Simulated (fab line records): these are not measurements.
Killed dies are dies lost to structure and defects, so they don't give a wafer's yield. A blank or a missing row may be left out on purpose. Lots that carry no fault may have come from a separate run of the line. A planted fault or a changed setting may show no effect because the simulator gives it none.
Lot-split experiment    flow n5-finfet    on a route of 1938 steps: 7 lots, 21 wafers read

THE SPLIT
At N5_BEOL_M3_COAT_67 (time 60 s, resist thk 60 nm), the setting spin-rpm was moved away from the recipe's 1500 rpm on 6 of the 21 wafers read, by +5.0% to +11.1%. This setting was run at the recipe's value on the other wafers.

FROM THE SPLIT TO THE READING: what the file shows between them, 7 steps
- N5_BEOL_M3_COAT_68: time 60 s, resist thk 12 nm
- N5_BEOL_M3_COAT_76: time 60 s, resist thk 5 nm
- N5_BEOL_M3_ALD_98: deposits SiO2, target thk 2.5 nm, pulse time 1 s, co reactant pulse time 1 s
- N5_BEOL_M3_ETCHBACK_99: etches SiO2 in CHF3, target depth 5 nm, time 10.4 s
- N5_BEOL_M3_ETCH_70: etches SOC in N2/H2, target depth 80 nm, overetch 16 nm, time 120 s
- N5_BEOL_M3_STRIP_71: strips in N2/H2
- N5_BEOL_M3_STRIP_78: strips in N2/H2

THE READING
SOC_of_BEOL_M3_COAT_67.thk-nm (the simulator's own value, which no gauge read), in nm, at N5_BEOL_M3_VIA_ETCH_34 (etches the open film in C4F6/O2, target depth 69.4 nm, time 65.9 s). The file does not state a usual value for it. Average 52.0 nm, standard deviation 0.19 nm, over the 15 wafers here run with the recipe.

wafer   tool, chamber at the split  spin-rpm as run, rpm  against the recipe  SOC_of_BEOL_M3_COAT_67.thk-nm, nm  against lot-mates on the recipe
L076.3  litho-track-04, 0           1500                  recipe              52                                 -
L076.5  litho-track-04, 0           1575                  +5.0%               50                                 -2.0
L076.6  litho-track-04, 0           1575                  +5.0%               50.4                               -1.6
L080.2  litho-track-01, 0           1667                  +11.1%              48.8                               -3.1
L080.5  litho-track-01, 0           1500                  recipe              51.8                               -
L080.6  litho-track-01, 0           1500                  recipe              52                                 -
L082.3  litho-track-02, 0           1500                  recipe              52.2                               -
L082.5  litho-track-02, 0           1500                  recipe              52.2                               -
L082.6  litho-track-02, 0           1500                  recipe              52.4                               -
L084.1  litho-track-04, 0           1596                  +6.4%               49.6                               -2.2
L084.2  litho-track-04, 0           1500                  recipe              51.8                               -
L084.6  litho-track-04, 0           1500                  recipe              51.8                               -
L094.1  litho-track-01, 0           1500                  recipe              52.2                               -
L094.4  litho-track-01, 0           1500                  recipe              52                                 -
L094.5  litho-track-01, 0           1500                  recipe              52                                 -
L089.1  litho-track-01, 0           1500                  recipe              51.8                               -
L089.4  litho-track-01, 0           1599                  +6.6%               50                                 -1.8
L089.6  litho-track-01, 0           1599                  +6.6%               50                                 -1.8
L091.3  litho-track-04, 0           1500                  recipe              52.2                               -
L091.4  litho-track-04, 0           1500                  recipe              52                                 -
L091.5  litho-track-04, 0           1500                  recipe              51.8                               -

FIT RESULTS
A straight line over all 21 wafers: SOC_of_BEOL_M3_COAT_67.thk-nm changes by -0.315 nm for each +1% of spin-rpm; r = -0.98; the points scatter about the line by 0.22 nm.
The same after taking each lot's own level away (the mean of its wafers on the recipe; 21 wafers): -0.296 nm for each +1%; r = -0.98; scatter 0.18 nm.
According to that fit, moving spin-rpm by its largest amount changes the reading by 3.3 nm.
The span of the lots' own levels, 51.80 to 52.27 nm, comes to 2.5 times the standard deviation stated above.
Consequently the slope shifts little with the lot-to-lot level, the two slopes agreeing.
Check: for one of the wafers moved furthest among these (+11.1%), held out of the fit, the line's prediction against its lot-mates is -3.48 nm. It came out at -3.1 nm against them.

THESE WAFERS: OTHER SPLITS
Other splits were also applied to these wafers ahead of the reading. Each is held against what the fit with the lots' levels taken away leaves over:
other split on the same wafers    wafers away from the commonest value  r with SOC_of_BEOL_M3_COAT_67.thk-nm (lot level and that fit taken away)
N5_BEOL_M2_ETCH_64 bias-w         7                                     -0.39
N5_BEOL_M2_TRENCH_ETCH_37 time-s  9                                     +0.05
N5_BEOL_M3_ETCH_64 time-s         6                                     +0.02

THE WHOLE CHAIN: every reading that the file lists as answering this split, in the file's order
step                    what it does                                                         reading                                                                         change (the file's fit)                r (the file's)
N5_BEOL_M3_COAT_67      time 60 s, resist thk 60 nm                                          SOC_of_BEOL_M3_COAT_67.thk-nm (the simulator's own value, which no gauge read)  -0.266 nm for each +1% of the setting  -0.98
N5_BEOL_M3_ETCH_70      etches SOC in N2/H2, target depth 80 nm, overetch 16 nm, time 120 s  etch.depth-nm (the simulator's own value, which no gauge read)                  -0.27 nm for each +1% of the setting   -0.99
N5_BEOL_M3_VIA_ETCH_34  etches the open film in C4F6/O2, target depth 69.4 nm, time 65.9 s   SOC_of_BEOL_M3_COAT_67.thk-nm (the simulator's own value, which no gauge read)  -0.298 nm for each +1% of the setting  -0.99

THE FILE'S OWN FIT
SOC_of_BEOL_M3_COAT_67.thk-nm changes by -0.298 nm for each +1% of spin-rpm, r = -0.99.
